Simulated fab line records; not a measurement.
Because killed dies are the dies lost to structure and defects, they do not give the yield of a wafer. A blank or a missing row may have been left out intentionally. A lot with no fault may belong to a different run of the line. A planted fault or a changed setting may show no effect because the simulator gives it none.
Matching of chambers || flow nand harc || NHARC_P_M1_DESCUM_14 on rie diel-08 has 4 sister chambers
The step chemistry O2, time 3 s. 8 wafers are shown with their chamber, then 12 later ones without.

## WAFERS PAIRED WITH THEIR CHAMBERS
{"wafer": "L075.5", "chamber": 1, "drypump motor current A (A)": 5.4, "oes product au (a.u.)": 0.986}
{"wafer": "L082.4", "chamber": 3, "drypump motor current A (A)": 6.1, "oes product au (a.u.)": 1.001}
{"wafer": "L082.6", "chamber": 1, "drypump motor current A (A)": 5.4, "oes product au (a.u.)": 0.987}
{"wafer": "L084.1", "chamber": 0, "drypump motor current A (A)": 5.3, "oes product au (a.u.)": 1.004}
{"wafer": "L084.6", "chamber": 3, "drypump motor current A (A)": 6.1, "oes product au (a.u.)": 0.997}
{"wafer": "L086.2", "chamber": 0, "drypump motor current A (A)": 5.3, "oes product au (a.u.)": 1.004}
{"wafer": "L086.3", "chamber": 2, "drypump motor current A (A)": 5.7, "oes product au (a.u.)": 0.994}
{"wafer": "L086.5", "chamber": 2, "drypump motor current A (A)": 5.8, "oes product au (a.u.)": 0.992}

## WAFERS MISSING THEIR CHAMBER
{"wafer": "L087.3", "drypump motor current A (A)": 6.1, "oes product au (a.u.)": 1.008}
{"wafer": "L087.4", "drypump motor current A (A)": 5.3, "oes product au (a.u.)": 1.000}
{"wafer": "L087.5", "drypump motor current A (A)": 5.3, "oes product au (a.u.)": 1.007}
{"wafer": "L089.4", "drypump motor current A (A)": 5.7, "oes product au (a.u.)": 1.011}
{"wafer": "L089.5", "drypump motor current A (A)": 5.7, "oes product au (a.u.)": 1.002}
{"wafer": "L089.6", "drypump motor current A (A)": 5.4, "oes product au (a.u.)": 0.989}
{"wafer": "L090.1", "drypump motor current A (A)": 6.2, "oes product au (a.u.)": 0.999}
{"wafer": "L090.3", "drypump motor current A (A)": 5.3, "oes product au (a.u.)": 1.020}
{"wafer": "L090.6", "drypump motor current A (A)": 5.4, "oes product au (a.u.)": 0.990}
{"wafer": "L091.1", "drypump motor current A (A)": 6.2, "oes product au (a.u.)": 0.992}
{"wafer": "L091.4", "drypump motor current A (A)": 5.4, "oes product au (a.u.)": 0.998}
{"wafer": "L091.5", "drypump motor current A (A)": 6.2, "oes product au (a.u.)": 0.988}

## WHICH CHAMBER EACH WENT THROUGH
{"wafer": "L087.3", "from the rows above": 3, "in truth": 3}
{"wafer": "L087.4", "from the rows above": 0, "in truth": 0}
{"wafer": "L087.5", "from the rows above": 0, "in truth": 0}
{"wafer": "L089.4", "from the rows above": "can't be placed: 2 or 0", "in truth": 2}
{"wafer": "L089.5", "from the rows above": 2, "in truth": 2}
{"wafer": "L089.6", "from the rows above": 1, "in truth": 1}
{"wafer": "L090.1", "from the rows above": 3, "in truth": 3}
{"wafer": "L090.3", "from the rows above": 0, "in truth": 0}
{"wafer": "L090.6", "from the rows above": 1, "in truth": 1}
{"wafer": "L091.1", "from the rows above": 3, "in truth": 3}
{"wafer": "L091.4", "from the rows above": 0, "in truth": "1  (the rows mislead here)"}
{"wafer": "L091.5", "from the rows above": 3, "in truth": 3}
10 of 12 placed correctly. Cannot be placed on the basis of these rows: 1; the candidates contain the true chamber in 1. 1 placed wrongly.
How it was worked out, from the rows above alone: a wafer's distance from a chamber is the root of the sum, over the readings, of the square of ((its reading less the chamber's mean) divided by the reading's scatter). If the next closest chamber is less than 2 further off than the closest, the wafer can't be placed; otherwise it belongs to the closest. Each chamber's mean is taken over the wafers shown for it. The scatter: take each reading less its chamber's mean, square it, sum over the shown wafers, divide by the number of wafers less the number of chambers, and take the root.
